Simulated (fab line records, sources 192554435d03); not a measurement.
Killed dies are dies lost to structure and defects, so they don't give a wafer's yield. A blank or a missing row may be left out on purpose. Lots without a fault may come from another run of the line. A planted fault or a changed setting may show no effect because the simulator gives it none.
Split-lot experiment | flow n5_finfet | 7 lots, 21 wafers read, on a route of 1938 steps

THE SPLIT
At N5_BEOL_M2_TRENCH_ETCH_37 (etches SiOC in C4F6/O2, target depth 55.555 nm, time 29.2 s), the setting source_w was moved away from the recipe's 355 W on 9 of the 21 wafers read, by -13.9% to +5.9%. The other wafers ran this setting at the recipe's value.

FROM THE SPLIT TO THE READING: what the file shows between them, 13 steps
- N5_BEOL_M2_ETCH_41: etches SiCN in CH3F/O2, target depth 29.9 nm, time 52.5 s
- N5_BEOL_M2_STRIP_97: strips in N2/H2, time 10 s
- N5_BEOL_M2_OCD_MEAS_38
- N5_BEOL_M2_HM_STRIP_39: strips TiN in peroxide tin strip, target depth 25 nm, time 158 s
- N5_BEOL_M2_SRD_40: time 30 s
- N5_BEOL_M2_ECD_50: material Cu, target thk 300 nm
- N5_BEOL_M2_ANNEAL_51: time 90 s
- N5_BEOL_M2_CMP_52: polishes, stops on SiOC, t overpolish 6.8 s, target thk 40 nm
- N5_BEOL_M2_THK_MEAS_53: measures by xrf
- N5_BEOL_M2_PRE_CLEAN_60: time 15 s
- N5_BEOL_M2_CO_CAP_55: material Co, precursor CCTBA/H2, target thk 2 nm, time 102.1 s
- N5_BEOL_M2_PRE_CLEAN_56: time 15 s
- N5_BEOL_M2_DEP_57: deposits SiCN from 3MS/NH3, target thk 8 nm, time 14 s

THE READING
M2_RS, in ohm/sq, at N5_BEOL_M2_RS_MEAS_58 (measures by four-point-probe). Fault-free wafers of this fab line usually give 0.678 ohm/sq, standard deviation 0.026 ohm/sq.

wafer  | tool, chamber at the split | source_w as run, W | against the recipe | M2_RS, ohm/sq | against lot-mates on the recipe
L075.3 | rie_diel-04, 1             | 355                | recipe             | 0.658         | -
L075.5 | rie_diel-04, 0             | 310.5              | -12.5%             | 0.739         | +0.081
L075.6 | rie_diel-04, 3             | 310.5              | -12.5%             | 0.771         | +0.113
L085.1 | rie_diel-04, 0             | 331.2              | -6.7%              | 0.747         | +0.023
L085.5 | rie_diel-04, 1             | 331.2              | -6.7%              | 0.743         | +0.019
L085.6 | rie_diel-04, 2             | 355                | recipe             | 0.724         | -
L088.2 | rie_diel-04, 1             | 355                | recipe             | 0.665         | -
L088.4 | rie_diel-04, 0             | 355                | recipe             | 0.691         | -
L088.6 | rie_diel-04, 3             | 375.9              | +5.9%              | 0.636         | -0.042
L089.1 | rie_diel-04, 2             | 355                | recipe             | 0.624         | -
L089.4 | rie_diel-04, 0             | 355                | recipe             | 0.642         | -
L089.6 | rie_diel-04, 0             | 324.2              | -8.7%              | 0.705         | +0.072
L093.1 | rie_diel-05, 0             | 305.6              | -13.9%             | 0.743         | +0.050
L093.3 | rie_diel-05, 2             | 355                | recipe             | 0.693         | -
L093.6 | rie_diel-05, 2             | 305.6              | -13.9%             | 0.799         | +0.106
L096.2 | rie_diel-01, 0             | 355                | recipe             | 0.640         | -
L096.3 | rie_diel-01, 2             | 355                | recipe             | 0.626         | -
L096.6 | rie_diel-01, 3             | 310.6              | -12.5%             | 0.696         | +0.063
L095.2 | rie_diel-04, 1             | 355                | recipe             | 0.666         | -
L095.5 | rie_diel-04, 0             | 355                | recipe             | 0.690         | -
L095.6 | rie_diel-04, 1             | 355                | recipe             | 0.668         | -

THE FIT
A straight line over all 21 wafers: M2_RS changes by -0.00655 ohm/sq for each +1% of source_w; r = -0.80; the points scatter about the line by 0.031 ohm/sq.
The same after taking each lot's own level away (the mean of its wafers on the recipe; 21 wafers): -0.00629 ohm/sq for each +1%; r = -0.92; scatter 0.017 ohm/sq.
On that fit, the largest move of source_w shifts the reading by 0.088 ohm/sq.
The lots' own levels span 0.6330 to 0.7240 ohm/sq, that is 3.5 times the standard deviation above.
So the lot-to-lot level blurs the effect unless lot-mates are compared.
Check: with one of the wafers moved furthest among these (-13.9%) left out of the fit, the line predicts +0.0943 ohm/sq for it against its lot-mates. It came out at +0.05 ohm/sq against them.
Tool readings at the split's step, against how far the setting was moved: rf_vpp_V r = -0.96.

THE WHOLE CHAIN: every reading that the file lists as answering this split, in the file's order
step                      | what it does                                                  | reading                                                                      | change (the file's fit)               | r (the file's)
N5_BEOL_M2_TRENCH_ETCH_37 | etches SiOC in C4F6/O2, target depth 55.555 nm, time 29.2 s   | rf_vpp_V                                                                     | -4.06 V for each +1% of the setting   | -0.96
N5_BEOL_M2_TRENCH_ETCH_37 | etches SiOC in C4F6/O2, target depth 55.555 nm, time 29.2 s   | BEOL_M2.feature_depth_nm (the simulator's own value, which no gauge read)    | +0.252 nm for each +1% of the setting | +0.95
N5_BEOL_M2_TRENCH_ETCH_37 | etches SiOC in C4F6/O2, target depth 55.555 nm, time 29.2 s   | etch.depth_nm (the simulator's own value, which no gauge read)               | +0.251 nm for each +1% of the setting | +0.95
N5_BEOL_M2_OCD_MEAS_38    |                                                               | trench_depth_nm                                                              | +0.257 nm for each +1% of the setting | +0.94
N5_BEOL_M2_CMP_52         | polishes, stops on SiOC, t overpolish 6.8 s, target thk 40 nm | Cu_of_BEOL_M2_ECD_50.thk_nm (the simulator's own value, which no gauge read) | +0.264 nm for each +1% of the setting | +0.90
N5_BEOL_M2_THK_MEAS_53    | measures by xrf                                               | M2_THK                                                                       | +0.258 for each +1% of the setting    | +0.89
N5_BEOL_M2_RS_MEAS_58     | measures by four-point-probe                                  | M2_RS                                                                        | -0.00619 for each +1% of the setting  | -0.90

THE FILE'S OWN FIT
M2_RS changes by -0.00619 ohm/sq for each +1% of source_w, r = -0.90.
